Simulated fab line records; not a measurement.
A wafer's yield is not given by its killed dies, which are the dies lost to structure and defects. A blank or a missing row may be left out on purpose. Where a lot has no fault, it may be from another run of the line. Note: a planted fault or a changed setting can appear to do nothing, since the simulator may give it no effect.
Chamber matching :: flow n5 finfet :: N5_GATE_CUT_ALD_22 on ald sin-04 has 4 sister chambers
The step deposits SiNx, target thk 16 nm, pulse time 1 s, ald cycles 320. 20 wafers are shown with their chamber, then 10 later ones without.

## WAFERS PAIRED WITH THEIR CHAMBERS
wafer: L077.1
chamber: 3
heater power outer w (W): 490
heater power w (W): 742
precursor pulse height rel: 1.007

wafer: L077.2
chamber: 1
heater power outer w (W): 447
heater power w (W): 774
precursor pulse height rel: 0.971

wafer: L077.5
chamber: 0
heater power outer w (W): 388
heater power w (W): 687
precursor pulse height rel: 0.988

wafer: L081.1
chamber: 2
heater power outer w (W): 438
heater power w (W): 729
precursor pulse height rel: 0.971

wafer: L081.3
chamber: 3
heater power outer w (W): 494
heater power w (W): 765
precursor pulse height rel: 0.965

wafer: L081.4
chamber: 1
heater power outer w (W): 466
heater power w (W): 747
precursor pulse height rel: 1.013

wafer: L083.1
chamber: 1
heater power outer w (W): 456
heater power w (W): 773
precursor pulse height rel: 0.969

wafer: L083.5
chamber: 1
heater power outer w (W): 454
heater power w (W): 727
precursor pulse height rel: 1.008

wafer: L083.6
chamber: 0
heater power outer w (W): 405
heater power w (W): 680
precursor pulse height rel: 1.023

wafer: L084.3
chamber: 2
heater power outer w (W): 442
heater power w (W): 732
precursor pulse height rel: 1.001

wafer: L084.5
chamber: 1
heater power outer w (W): 460
heater power w (W): 764
precursor pulse height rel: 0.989

wafer: L084.6
chamber: 0
heater power outer w (W): 389
heater power w (W): 676
precursor pulse height rel: 1.008

wafer: L087.3
chamber: 2
heater power outer w (W): 452
heater power w (W): 722
precursor pulse height rel: 1.033

wafer: L087.4
chamber: 1
heater power outer w (W): 463
heater power w (W): 761
precursor pulse height rel: 1.009

wafer: L087.6
chamber: 2
heater power outer w (W): 448
heater power w (W): 708
precursor pulse height rel: 0.983

wafer: L088.3
chamber: 0
heater power outer w (W): 392
heater power w (W): 687
precursor pulse height rel: 0.993

wafer: L088.5
chamber: 2
heater power outer w (W): 444
heater power w (W): 721
precursor pulse height rel: 1.044

wafer: L088.6
chamber: 1
heater power outer w (W): 467
heater power w (W): 775
precursor pulse height rel: 0.999

wafer: L089.2
chamber: 2
heater power outer w (W): 452
heater power w (W): 726
precursor pulse height rel: 1.026

wafer: L089.4
chamber: 3
heater power outer w (W): 500
heater power w (W): 780
precursor pulse height rel: 0.997

SIGNATURES (means of the wafers above)
reading: heater power outer w
chamber 0: 393.50
chamber 1: 459.00
chamber 2: 446.00
chamber 3: 494.67
scatter within a chamber: 6.63

reading: heater power w
chamber 0: 682.50
chamber 1: 760.14
chamber 2: 723.00
chamber 3: 762.33
scatter within a chamber: 13.8

reading: precursor pulse height rel
chamber 0: 1.00300
chamber 1: 0.99400
chamber 2: 1.00967
chamber 3: 0.98967
scatter within a chamber: 0.0223
Rule: for each reading, subtract the chamber's mean from the wafer's reading, divide by that reading's scatter and square the result; add these up over the readings and take the root, which gives the wafer's distance from the chamber. If the next closest chamber is less than 2 further off than the closest, the wafer can't be placed; otherwise it belongs to the closest. How the scatter is found: for the shown wafers, subtract from each reading the mean of its chamber, square and add these, divide the total by (wafers less chambers), then take the root.

## WAFERS WITHOUT THEIR CHAMBER
wafer: L089.5
heater power outer w (W): 446
heater power w (W): 717
precursor pulse height rel: 1.005

wafer: L091.1
heater power outer w (W): 497
heater power w (W): 775
precursor pulse height rel: 1.007

wafer: L091.3
heater power outer w (W): 435
heater power w (W): 734
precursor pulse height rel: 0.995

wafer: L091.4
heater power outer w (W): 461
heater power w (W): 751
precursor pulse height rel: 0.990

wafer: L097.1
heater power outer w (W): 445
heater power w (W): 754
precursor pulse height rel: 1.013

wafer: L097.2
heater power outer w (W): 459
heater power w (W): 751
precursor pulse height rel: 0.990

wafer: L097.6
heater power outer w (W): 457
heater power w (W): 761
precursor pulse height rel: 0.971

wafer: L094.1
heater power outer w (W): 440
heater power w (W): 735
precursor pulse height rel: 1.017

wafer: L094.2
heater power outer w (W): 401
heater power w (W): 688
precursor pulse height rel: 1.012

wafer: L094.6
heater power outer w (W): 448
heater power w (W): 787
precursor pulse height rel: 1.017

## CHAMBER TAKEN BY EACH
wafer: L089.5
from the rows above: 2
in truth: 2

wafer: L091.1
from the rows above: 3
in truth: 3

wafer: L091.3
from the rows above: 2
in truth: 2

wafer: L091.4
from the rows above: 1
in truth: 1

wafer: L097.1
from the rows above: can't be placed: 2 or 1
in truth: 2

wafer: L097.2
from the rows above: 1
in truth: 1

wafer: L097.6
from the rows above: 1
in truth: 1

wafer: L094.1
from the rows above: 2
in truth: 2

wafer: L094.2
from the rows above: 0
in truth: 0

wafer: L094.6
from the rows above: can't be placed: 1 or 2
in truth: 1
Correct placement for 8 of the 10. These rows do not allow placing 2 (true chamber among the candidates in 2). Wrongly placed: 0.
